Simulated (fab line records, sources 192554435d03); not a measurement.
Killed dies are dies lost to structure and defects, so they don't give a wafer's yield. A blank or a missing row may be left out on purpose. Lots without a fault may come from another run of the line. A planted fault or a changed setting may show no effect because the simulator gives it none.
A struck lot beside a sound one | flow n5_finfet | 39 steps out of a route of 1938
Sound: wafers L464.1, L464.3, L464.6. Struck: wafers L462.4, L462.5, L462.6. The cause comes at the end.
At each step with rows: each side's tool, then ch and its chambers, then its first start. Under that, the readings that differ: sound wafers | struck wafers | difference of the means | sigmas: that difference in standard deviations of wafers without a fault.
alike: readings whose means differ by less than 2 such deviations, and words and numbers that are the same on both sides. not compared: withheld readings, readings that some wafer has no value for, bounds like >300 that may hide the same value, and numbers for which the record gives no deviation and whose values overlap.
The two part at a step that has a row with sigmas, a row that says differs or no value, or rows on one side only. Numbers that don't overlap but have no deviation are shown without sigmas and don't part them. A reading that every wafer of one side lacks parts them only if that side has two wafers or more.

first, 10 steps without rows for these wafers: N5_HKMG_FIN_CMP_23 (polishes, stops on SiNx, t overpolish 10 s, target thk 46.326 nm); N5_HKMG_FIN_CMP_94 (polishes, stops on SiNx, t overpolish 4.7 s, target thk 43.299 nm); N5_GATE_CUT_ETCHBACK_00 (etches W in SF6/Cl2); N5_GATE_CUT_ETCH_56 (etches TiN in Cl2/Ar, target depth 21.6 nm); N5_GATE_CUT_ETCHBACK_30 (etches TiN in Cl2/Ar, target depth 3 nm); N5_GATE_CUT_VAPOR_ETCH_60 (etches HfO2 in BCl3/Cl2); N5_GATE_CUT_ETCH_58 (etches SiNx in CH3F/O2, target depth 17 nm, time 128.6 s); N5_GATE_CUT_STRIP_59 (strips in N2/H2, time 20 s); N5_GATE_CUT_PRECLEAN_31 (cleans in DIW, time 300 s); N5_GATE_CUT_SRD_32 (time 30 s).
N5_GATE_CUT_SAC_CAP_01: material SiNx, target thk 24 nm, pulse time 1 s, ald cycles 480.
  sound on ald_sin-01 ch 2,3, day 8 19:54; struck on ald_sin-04 ch 0,1,3, day 8 07:53
  alike: heater_power_w, precursor_pulse_height_rel
then, 25 steps without rows for these wafers: N5_GATE_CUT_PECVD_57 (deposits SiNx from SiH4/NH3/N2, target thk 21 nm); N5_GATE_CUT_CMP_02 (polishes, stops on SiO2, t overpolish 12.7 s, target thk 0 nm); N5_GATE_CUT_HM_DEP_46 (deposits SiO2 from TEOS/O2, target thk 130 nm, time 26.6 s); N5_GATE_CUT_COAT_34 (time 60 s, resist thk 60 nm); N5_GATE_CUT_COAT_35 (time 60 s, resist thk 10 nm); N5_GATE_CUT_COAT_27 (time 60 s, resist thk 10 nm); N5_GATE_CUT_COAT_07 (resist thk 30 nm); N5_GATE_CUT_EBR_09; N5_GATE_CUT_SOFTBAKE_08 (time 60 s); N5_GATE_CUT_EXPOSE_10 (exposes mask GATE CUT, target cd 20 nm); N5_GATE_CUT_PEB_11 (peb time 60 s); N5_GATE_CUT_DEVELOP_12 (develop time 30 s); N5_GATE_CUT_DESCUM_18 (chemistry O2, time 7 s); N5_GATE_CUT_ETCH_28 (etches underlayer in N2/H2, target depth 13 nm, time 10.4 s); N5_GATE_CUT_ETCH_36 (etches SiARC in CF4, target depth 13 nm, time 21.7 s); N5_GATE_CUT_ETCH_37 (etches SOC in N2/H2, target depth 60 nm, overetch 12 nm, time 90 s); N5_GATE_CUT_STRIP_38 (strips in N2/H2); N5_GATE_CUT_STRIP_39 (strips in N2/H2); N5_GATE_CUT_HM_OPEN_40 (chemistry C4F6/O2, target SiO2, target depth 139 nm, time 85.1 s); N5_GATE_CUT_STRIP_41 (strips in CF4); N5_GATE_CUT_STRIP_42 (strips in O2); N5_GATE_CUT_ETCH_19 (etches SiNx in CH3F/O2, target depth 53.7 nm, time 76.7 s); N5_GATE_CUT_CUT_ETCH_53 (etches W in SF6/Cl2, target depth 79.2 nm); N5_GATE_CUT_CUT_ETCH_54 (etches TiN in Cl2/BCl3, target depth 96.7 nm); N5_GATE_CUT_CUT_ETCH_55 (etches HfO2 in BCl3, target depth 3.2 nm).
N5_MOL_CONTACT_COAG_THK_MEAS_29:
  sound on film_metro-02, day 9 14:01; struck on film_metro-01, day 9 01:43
  reading         | sound             | struck            | difference | sigmas
  MD_CAP_THK (nm) | 17.94 18.06 17.95 | 15.34 15.26 15.23 | -2.71      | -29
-- the record jumps here: 3 days lie between the struck wafers' starts before and after (it left off in module MOL_CONTACT_COAG and takes up again in module BEOL_M4, whose first step shown is number 1111 of the route) --
N5_BEOL_M4_RC_MEAS_101:
  sound on prober-02 ch 0, day 12 10:08; struck on prober-02 ch 0, day 11 23:10
  alike: DIBL_N, DIBL_P, IOFF_N, IOFF_P, ION_N, ION_P, SS_N, SS_P, VT_N, VT_P
-- the record jumps here: 5 days lie between the struck wafers' starts before and after (it left off in module BEOL_M4 and takes up again in module PASSIVATION, whose first step shown is number 1936 of the route) --
N5_PASSIVATION_PROBE_49:
  sound on prober-02, day 17 11:29; struck on prober-02, day 16 23:28
  reading                  | sound          | struck         | difference | sigmas
  defect_limited_yield (%) | 88.9 92.5 90.8 | 86.9 87.7 87.7 | -3.3       | -2
  killed_at_contacts       | 23 9 21        | 60 42 78       | +42        | +7
  killed_at_front_end      | 59 51 56       | 31 43 26       | -22        | -2
  killed_dies              | 131 89 108     | 155 145 145    | +39        | +2
  sort_bin_5_function (%)  | 7.0 4.8 4.7    | 9.2 8.9 8.7    | +3.4       | +4
  alike: killed_at_M0_to_M3, killed_at_M4_up, killed_at_other, killed_open, killed_short, sort_bin_6_memory, sort_bin_8_speed, sort_n_pass, sort_yield_pct

WHERE THEY PART
First at N5_MOL_CONTACT_COAG_THK_MEAS_29; last, within this record, at N5_PASSIVATION_PROBE_49.

WHY: what the simulator had put in
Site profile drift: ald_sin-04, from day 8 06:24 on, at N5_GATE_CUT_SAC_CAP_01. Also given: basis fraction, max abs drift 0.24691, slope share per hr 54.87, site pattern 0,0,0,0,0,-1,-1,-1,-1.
